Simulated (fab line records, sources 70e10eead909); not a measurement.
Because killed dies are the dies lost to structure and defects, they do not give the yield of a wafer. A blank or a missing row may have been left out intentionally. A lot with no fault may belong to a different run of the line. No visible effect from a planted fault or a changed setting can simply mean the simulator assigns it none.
fab line records | flow nandHarc | part 1 of 2: steps 1 to 4 of 6
record lots=21 wafers=63 lastDay=33
route steps=1302 shown A_STAIRCASE@818 A_SGD_CUT@910
lots that met no fault: from a run of the same line without faults
startH: start of the lot's first displayed wafer, in hours after the record's first day | waitH: hours elapsed since this lot's preceding step | " the same as in the row above | L1.1+2: a row that stands for several wafers | - no value, or no start was given | * or withheld: withheld | < > ~ a bound
route shown NAME@n: names a module that has steps shown in the file, with the first one's number in the route | usual: mean/standard deviation of fault-free wafers | same: alike in all rows | chamber/n: place in a boat | sites: per-site readings | _std_site: their standard deviation | _edge_site: mean of outer sites minus mean of inner sites | radiusMm: how far each site lies from the wafer's centre | mask NAME#n: copy n | behind: tool/chamber where the wafer was last shaped | hold: reason for holding the lot/hours on hold/outcome of the hold | device: whichever transistor did not switch (one of n, p or np) | end of line: tests run on the same wafers once the route is complete | where a step has no rows: the recipe by itself | killed: at the first sort, the dies lost to defects and structure; wafer yield is something else | map: the dies of a wafer, with x for killed, . for not killed, _ for no die there
set.NAME: the setting as run; set.NAME@STEP: as run at that earlier step | model.NAME: the simulator's own value behind a step, which no gauge read
steps of the route over a sample of lots; a table a step, a row a wafer
services: from which hour (startH, from the record's first day; less than 0 if before it) a tool's chamber was out of use, for how many hours, and why
## steps
# step NHARC_A_STAIRCASE_HM_DEP_462
# recipe targetThkA=8000 tempC=400 material=aC
# usual susceptorTempC=400.01/0.25 throttleValvePct=35.001/0.0084
# columns lot.wafer tool chamber startH waitH susceptorTempC throttleValvePct
L074.1 aclDep-03 0 391.02 4.4 399.63 34.997
L074.3 " 0 " " 399.82 34.998
L074.6 " 0 " " 399.92 35.000
L077.3 aclDep-02 0 407.26 1.5 400.10 35.005
L077.4 " 0 " " 399.91 35.002
L077.6 " 0 " " 400.27 35.015
L076.1 aclDep-02 0 409.89 0.1 400.36 34.988
L076.4 " 0 " " 400.15 35.001
L076.5 " 0 " " 400.18 34.989
L078.2 aclDep-03 0 411.84 1.3 399.71 34.990
L078.3 " 0 " " 400.24 35.009
L078.5 " 0 " " 399.88 35.003
L079.1 aclDep-01 0 439.13 0.1 - 35.011
L079.3 " 0 " " - 34.997
L079.6 " 0 " " - 35.008
L080.1 aclDep-03 0 445.27 0.1 399.70 35.015
L080.4 " 0 " " 399.72 35.007
L080.6 " 0 " " 399.45 34.999
L081.2 aclDep-01 0 454.87 0.6 399.86 34.990
L081.4 " 0 " " 400.13 34.998
L081.6 " 0 " " 400.04 34.993
L082.3 aclDep-01 0 485.03 5.9 400.46 34.998
L082.4 " 0 " " 400.07 34.997
L082.6 " 0 " " 399.74 34.989
L086.2 aclDep-01 0 496.33 1.5 399.93 35.006
L086.3 " 0 " " 399.74 34.997
L086.6 " 0 " " 399.81 35.001
L085.1 aclDep-03 0 497.81 2.3 400.11 35.022
L085.2 " 0 " " 400.21 34.986
L085.3 " 0 " " 399.82 34.988
L089.1 aclDep-03 0 527.82 0.4 - 34.995
L089.4 " 0 " " - 34.990
L089.6 " 0 " " - 34.999
L087.3 aclDep-01 0 529.88 0.7 - 35.005
L087.4 " 0 " " - 35.014
L087.6 " 0 " " - 35.004
L088.1 aclDep-01 0 531.81 0.1 400.32 34.998
L088.4 " 0 " " 400.12 35.013
L088.5 " 0 " " 400.29 34.990
L091.2 aclDep-03 0 548.77 0.4 400.37 35.016
L091.3 " 0 " " 399.88 35.006
L091.6 " 0 " " 400.50 34.994
L093.3 aclDep-01 0 565.75 4.4 399.84 35.002
L093.4 " 0 " " 399.84 35.004
L093.6 " 0 " " 399.93 35.003
L090.1 aclDep-01 0 566.99 3.6 399.71 34.994
L090.5 " 0 568.22 4.9 399.81 34.997
L090.6 " 0 " " 399.73 34.998
L092.4 aclDep-03 0 578.65 1.2 400.27 35.002
L092.5 " 0 " " 400.31 34.986
L092.6 " 0 " " 400.22 34.998
L094.1 aclDep-02 0 584.19 0.1 399.80 35.017
L094.2 " 0 " " 399.92 35.012
L094.4 " 0 " " 399.65 35.005
L095.2 aclDep-01 0 591.86 5.9 399.38 35.008
L095.3 " 0 " " 399.82 35.002
L095.6 " 0 " " 399.43 34.996
L096.2 aclDep-01 0 607.33 0.7 400.11 35.008
L096.4 " 0 " " 400.49 35.004
L096.5 " 0 " " 400.37 34.980
L097.2 aclDep-02 0 608.85 0.6 400.03 35.003
L097.4 " 0 " " 400.34 35.002
L097.5 " 0 " " 400.19 35.007
# step NHARC_A_STAIRCASE_ETCH_313
# recipe cf4FlowSccm=100 chf3FlowSccm=30 arFlowSccm=0 rfW=500 biasW=200 chemistry=CF4/CHF3
# usual drypumpMotorCurrentA=5.8/0.34 oesProductAu=0.932/0.015 rfFwdPowerW=497.0/1.8 rfVppV=370.9/2.1 showerheadPlenumPTorr=1.58/0.058 throttleValvePct=16.803/0.0089
# columns lot.wafer tool chamber startH waitH drypumpMotorCurrentA oesProductAu rfFwdPowerW rfHoursCounterH rfVppV showerheadPlenumPTorr throttleValvePct
L074.1 rieDiel-13 2 393.88 0.1 5.8 0.924 495.9 17 369.1 1.52 16.805
L074.3 " 0 " " 5.9 0.922 495.5 15 372.0 1.62 16.802
L074.6 " 3 " " 5.9 0.929 498.1 - 371.5 1.59 16.794
L077.3 rieDiel-13 3 409.49 0.1 5.9 0.918 497.0 25 371.1 1.58 16.802
L077.4 " 0 " " 5.9 0.922 494.0 23 371.6 1.62 16.793
L077.6 " 2 " " 5.8 0.926 495.3 - 369.4 1.52 16.788
L076.4 rieDiel-02 3 413.23 0.3 5.7 0.925 499.5 2 372.1 1.59 16.829
L076.1 " 0 " " 6.3 0.944 496.8 3 368.5 1.49 16.813
L076.5 " 2 " " 5.6 0.942 494.4 - 374.8 1.70 16.801
L078.2 rieDiel-13 1 414.48 0.1 6.0 0.936 499.1 11 370.7 1.61 16.803
L078.3 " 3 " " 5.9 0.928 497.3 30 369.8 1.58 16.797
L078.5 " 1 " " 6.0 0.918 500.5 - 371.9 1.61 16.790
L079.3 rieDiel-09 2 442.04 0.1 6.3 0.937 498.6 40 372.5 1.63 16.808
L079.1 " 0 " " 6.2 0.918 497.5 37 372.7 1.68 16.816
L079.6 " 1 " " 5.5 0.933 494.0 - 372.1 1.59 16.811
L080.1 rieDiel-09 1 448.30 0.1 5.5 0.989 494.3 40 371.6 1.59 16.802
L080.4 " 2 " " 6.3 0.966 498.3 41 374.0 1.63 16.808
L080.6 " 0 " " 6.2 0.981 498.6 - 374.1 1.68 16.803
L081.4 rieDiel-13 1 457.91 0.2 5.9 0.927 496.9 22 372.4 1.61 16.804
L081.2 " 3 " " 5.9 0.937 499.7 44 370.1 1.58 16.799
L081.6 " 1 " " 5.9 0.932 496.7 - 372.7 1.61 16.811
L082.4 rieDiel-13 1 487.36 0.1 5.9 0.943 497.8 33 371.7 1.61 16.793
L082.3 " 3 " " 5.9 0.933 498.6 53 369.8 1.58 16.813
L082.6 " 1 " " 5.9 0.927 496.3 - 371.7 1.61 16.802
L086.2 rieDiel-02 0 499.13 0.1 6.3 0.923 497.9 27 369.9 1.49 16.809
L086.3 " 2 " " 5.7 0.931 496.6 30 375.6 1.69 16.801
L086.6 " 3 " " 5.7 0.905 496.7 - 370.4 1.58 16.808
L085.1 rieDiel-13 2 500.82 0.2 5.8 0.932 499.6 54 368.4 1.51 16.795
L085.2 " 3 " " 5.9 0.936 498.4 57 371.2 1.58 16.813
L085.3 " 0 " " 5.9 0.922 495.5 55 372.5 1.61 16.818
L089.1 rieDiel-02 2 530.64 0.1 5.6 0.934 493.5 42 373.5 1.69 16.798
L089.4 " 3 " " 5.7 0.919 498.6 47 371.1 1.58 16.804
L089.6 " 3 " " 5.7 0.916 498.1 - 371.6 1.58 16.809
L087.3 rieDiel-09 1 532.08 0.1 5.5 0.927 497.6 7 370.8 1.58 16.805
L087.4 " 2 " " 6.3 0.926 496.6 7 373.4 1.63 16.786
L087.6 " 0 " " 6.2 0.920 498.7 - 373.1 1.67 16.812
L088.1 rieDiel-13 3 534.79 0.1 5.9 0.960 498.2 3 369.6 1.57 16.817
L088.4 " 0 " " 5.9 0.937 496.0 2 372.8 1.61 16.823
L088.5 " 2 " " 5.8 0.969 494.7 - 368.2 1.51 16.807
L091.3 rieDiel-09 2 551.40 0.1 6.3 0.925 495.7 16 372.0 1.62 16.799
L091.2 " 3 " " 5.0 0.930 496.3 14 368.4 1.50 16.790
L091.6 " 2 " " 6.4 0.933 497.6 - 373.0 1.62 16.798
L093.4 rieDiel-02 3 567.97 0.1 5.7 0.920 495.7 58 369.7 1.57 16.784
L093.3 " 2 " " 5.6 0.930 494.1 59 374.4 1.68 16.805
L093.6 " 0 " " 6.3 0.927 496.8 - 366.3 1.48 16.810
L090.1 rieDiel-02 2 569.94 0.1 5.6 0.938 494.7 59 375.0 1.68 16.804
L090.6 " 0 " " 6.3 0.924 498.5 - 367.0 1.48 16.787
L090.5 " 1 " " 5.2 0.920 499.2 - 372.3 1.62 16.807
L092.4 rieDiel-13 3 580.70 0.1 5.9 0.932 498.9 23 370.0 1.57 16.811
L092.6 " 2 " " 5.8 0.936 499.3 - 369.4 1.50 16.798
L092.5 " 3 " " 5.9 0.929 497.5 - 371.1 1.57 16.799
L094.4 rieDiel-13 2 587.12 0.1 5.8 0.949 496.5 21 367.9 1.50 16.809
L094.1 " 3 " " 5.9 0.934 496.1 25 370.7 1.57 16.792
L094.2 " 0 " " 5.8 0.929 498.3 23 372.3 1.61 16.799
L095.3 rieDiel-02 0 594.55 0.1 6.3 0.922 495.2 4 367.0 1.48 16.794
L095.2 " 1 " " 5.1 0.934 500.4 4 372.5 1.62 16.817
L095.6 " 0 " " 6.3 0.927 495.8 - 367.0 1.48 16.804
L096.2 rieDiel-13 2 609.96 0.1 5.8 0.931 496.6 28 368.7 1.50 16.810
L096.4 " 1 " " 5.9 0.919 494.6 25 371.6 1.60 16.799
L096.5 " 3 " " 5.9 0.931 495.4 - 371.9 1.57 16.800
L097.2 rieDiel-09 2 611.48 0.1 6.3 0.938 498.3 35 372.1 1.62 16.798
L097.4 " 1 " " 5.5 0.935 496.1 33 371.5 1.58 16.800
L097.5 " 2 " " 6.3 0.934 496.4 - 372.7 1.62 16.802
# step NHARC_A_STAIRCASE_STRIP_476
# recipe timeS=20 o2FlowSccm=500 arFlowSccm=0 biasW=0 chemistry=O2
# usual drypumpMotorCurrentA=5.8/0.38 oesProductAu=1.001/0.0083 rfVppV=57.9/0.88 showerheadPlenumPTorr=3.56/0.13 throttleValvePct=17.037/0.0083
# columns lot.wafer tool chamber startH waitH drypumpMotorCurrentA oesProductAu rfHoursCounterH rfVppV showerheadPlenumPTorr throttleValvePct
L074.3 rieDiel-13 1 399.64 0.2 5.9 1.005 4 58.8 3.62 17.035
L074.1 " 2 " " 5.8 0.996 21 58.4 3.41 17.034
L074.6 " 1 " " 5.9 1.007 - 57.0 3.62 17.042
L077.3 rieDiel-02 2 414.43 0.8 5.6 1.011 3 59.4 3.81 17.043
L077.4 " 0 " " 6.3 1.005 4 57.4 3.35 17.038
L077.6 " 1 " " 5.2 0.998 - 56.9 3.66 17.040
L076.4 rieDiel-09 3 418.02 0.1 5.0 1.001 36 59.6 3.39 17.021
L076.1 " 2 " " 6.4 0.983 36 59.8 3.66 17.034
L076.5 " 3 " " 5.0 1.002 - 57.2 3.39 17.031
L078.2 rieDiel-09 2 419.83 0.1 6.3 0.998 36 58.3 3.66 17.023
L078.3 " 3 " " 5.0 0.997 36 58.3 3.39 17.028
L078.5 " 2 " " 6.4 1.007 - 58.2 3.66 17.031
L079.3 rieDiel-09 2 445.99 0.1 6.3 1.011 40 56.2 3.66 17.048
L079.1 " 3 " " 5.0 1.004 40 57.6 3.39 17.036
L079.6 " 1 " " 5.5 1.003 - 58.3 3.56 17.040
L080.4 rieDiel-13 3 453.46 0.1 5.9 1.003 42 58.2 3.54 17.040
L080.1 " 2 " " 5.8 1.009 37 58.0 3.40 17.047
L080.6 " 0 " " 5.9 0.997 - 56.3 3.63 17.067
L081.4 rieDiel-09 1 461.93 0.1 5.5 1.003 45 59.1 3.56 17.042
L081.2 " 2 " " 6.4 0.999 48 57.2 3.65 17.038
L081.6 " 1 " " 5.5 1.000 - 57.8 3.56 17.046
L082.3 rieDiel-02 0 491.41 0.1 6.3 1.002 25 57.8 3.34 17.022
L082.4 " 2 " " 5.6 1.014 28 58.2 3.79 17.038
L082.6 " 0 " " 6.3 0.993 - 56.8 3.34 17.044
L085.3 rieDiel-13 1 506.41 0.2 5.9 1.004 42 56.8 3.60 17.049
L085.1 " 2 " " 5.8 1.002 56 57.8 3.39 17.045
L085.2 " 3 " " 6.0 1.011 59 56.9 3.53 17.037
L086.3 rieDiel-02 2 506.47 0.1 5.6 1.009 33 57.4 3.79 17.041
L086.2 " 1 " " 5.2 0.987 28 58.3 3.65 17.029
L086.6 " 3 " " 5.7 0.990 - 58.5 3.54 17.036
L089.1 rieDiel-09 0 535.96 0.1 6.2 0.982 8 60.2 3.74 17.043
L089.4 " 1 " " 5.5 1.000 8 56.9 3.55 17.038
L089.6 " 3 " " 5.0 0.996 - 57.0 3.37 17.022
L087.3 rieDiel-02 1 536.04 0.1 5.2 0.982 37 58.0 3.64 17.038
L087.4 " 3 " " 5.7 1.001 48 57.6 3.53 17.036
L087.6 " 0 " " 6.3 1.002 - 58.3 3.33 17.029
L088.4 rieDiel-09 0 539.21 0.1 6.2 0.986 10 58.3 3.74 17.042
L088.1 " 1 " " 5.5 0.998 11 58.5 3.55 17.035
L088.5 " 2 " " 6.4 0.992 - 57.7 3.64 17.043
L091.3 rieDiel-13 2 555.35 0.1 5.8 1.006 10 57.5 3.38 17.046
L091.2 " 3 " " 5.9 1.008 13 57.3 3.52 17.027
L091.6 " 0 " " 5.9 1.008 - 58.3 3.61 17.034
L093.3 rieDiel-13 1 574.36 0.5 6.0 0.999 15 58.5 3.59 17.051
L093.4 " 2 " " 5.8 0.994 17 56.8 3.38 17.041
L093.6 " 1 " " 6.0 1.008 - 58.3 3.59 17.035
L090.1 rieDiel-13 0 574.53 0.3 5.9 1.000 17 58.3 3.61 17.036
L090.6 " 1 " " 5.9 0.999 - 58.6 3.59 17.034
L090.5 " 2 " " 5.8 1.009 - 56.3 3.38 17.033
L092.4 rieDiel-09 1 584.78 0.1 5.5 0.999 28 58.7 3.54 17.046
L092.6 " 0 " " 6.2 0.982 - 58.5 3.73 17.018
L092.5 " 1 " " 5.5 1.016 - 57.1 3.54 17.031
L094.4 rieDiel-13 0 591.04 0.1 5.9 1.017 23 57.9 3.60 17.030
L094.1 " 1 " " 6.0 1.005 19 57.6 3.59 17.040
L094.2 " 2 " " 5.8 1.000 22 57.8 3.37 17.041
L095.3 rieDiel-13 3 598.51 0.1 6.0 1.016 31 58.3 3.51 17.047
L095.2 " 2 " " 5.8 1.002 25 58.3 3.37 17.021
L095.6 " 0 " " 5.8 1.013 - 57.2 3.60 17.041
L096.4 rieDiel-09 3 614.00 0.1 5.0 1.000 33 57.2 3.36 17.028
L096.2 " 0 " " 6.2 0.996 31 59.3 3.73 17.028
L096.5 " 3 " " 5.0 0.993 - 58.1 3.36 17.047
L097.4 rieDiel-13 3 615.43 0.1 5.9 1.001 36 57.2 3.51 17.044
L097.2 " 2 " " 5.8 1.005 30 56.4 3.37 17.033
L097.5 " 3 " " 5.9 0.995 - 57.2 3.51 17.027
# step NHARC_A_STAIRCASE_DEP_151
# recipe targetThkA=72000 tempC=400 targetThkNm=7200 teosFlowSccm=200 rfW=500 material=SiO2
# usual heaterPowerW=661/82 rfFwdPowerW=499.6/1.4 susceptorTempC=400.02/0.21
# columns lot.wafer tool chamber startH waitH heaterPowerW rfFwdPowerW susceptorTempC
L074.1 pecvd-03 0 411.72 0.5 594 500.2 400.07
L074.3 " 1 " " 654 500.4 399.96
L074.6 " 2 " " 581 497.6 399.82
L077.3 pecvd-04 1 425.74 0.6 844 497.0 400.32
L077.4 " 0 " " 685 499.5 400.17
L077.6 " 1 " " 715 498.0 400.35
L078.2 pecvd-04 0 429.05 0.4 726 499.5 400.11
L078.3 " 2 " " 745 497.9 400.09
L078.5 " 0 " " 682 498.3 400.00
L076.1 pecvd-03 2 429.23 0.6 718 499.8 400.12
L076.5 " 0 " " 556 499.2 399.99
L076.4 " 1 " " 615 498.8 400.11
L079.1 pecvd-03 0 457.70 0.4 652 499.4 399.75
L079.3 " 2 " " 589 498.7 399.78
L079.6 " 2 " " 598 498.3 400.19
L080.1 pecvd-01 1 464.60 0.6 529 497.8 399.74
L080.4 " 2 " " 626 502.5 399.97
L080.6 " 0 " " 580 501.6 400.03
L081.2 pecvd-01 1 473.03 0.6 623 500.0 399.70
L081.4 " 2 " " 649 498.3 399.92
L081.6 " 1 " " 532 502.0 399.58
L082.3 pecvd-04 2 502.46 0.5 803 500.4 400.16
L082.4 " 1 " " 716 499.1 399.91
L082.6 " 0 " " 690 495.5 400.20
L085.2 pecvd-03 2 515.02 0.4 575 498.1 400.06
L085.1 " 0 " " 646 500.4 399.90
L085.3 " 1 " " 699 501.4 400.16
L086.3 pecvd-01 0 515.02 0.4 595 499.8 399.76
L086.2 " 2 " " 745 501.5 399.84
L086.6 " 2 " " 632 499.7 400.08
L089.1 pecvd-03 2 546.91 0.4 730 499.7 399.80
L089.4 " 0 " " 555 500.0 399.45
L089.6 " 2 " " 572 499.2 399.96
L087.3 pecvd-04 2 547.26 0.7 781 501.4 400.08
L087.4 " 1 " " 705 500.3 400.02
L087.6 " 2 " " 662 500.5 399.94
L088.1 pecvd-01 0 551.19 0.5 586 497.7 400.18
L088.5 " 0 " " 584 498.3 399.81
L088.4 " 2 " " 631 499.2 399.84
L091.2 pecvd-04 1 566.37 0.5 861 500.7 400.55
L091.3 " 2 " " 817 501.2 400.08
L091.6 " 1 " " 716 502.1 400.71
L093.3 pecvd-01 2 588.00 0.5 747 498.1 400.17
L093.6 " 1 " " 568 498.5 399.85
L093.4 " 0 " " 583 499.9 400.22
L090.1 pecvd-04 0 588.20 0.7 836 500.4 400.16
L090.5 " 2 " " 662 499.0 399.91
L090.6 " 0 " " 676 501.9 399.71
L092.6 pecvd-01 1 596.10 0.8 568 499.9 400.11
L092.5 " 2 " " 630 499.9 400.04
L092.4 " 0 " " 590 500.2 400.05
L094.2 pecvd-03 0 603.67 0.5 635 499.7 399.97
L094.1 " 1 " " 721 499.0 400.03
L094.4 " 2 " " 536 499.6 399.93
L095.2 pecvd-01 0 611.07 0.4 608 500.8 399.58
L095.3 " 2 " " 786 499.8 399.83
L095.6 " 1 " " 569 500.0 400.27
L096.2 pecvd-03 1 626.36 0.4 665 499.3 400.06
L096.5 " 1 " " 648 501.3 400.12
L096.4 " 0 " " 522 498.9 400.48
L097.2 pecvd-04 2 626.36 0.4 723 499.3 400.05
L097.5 " 2 " " 687 498.9 399.84
L097.4 " 0 " " 681 498.9 400.14
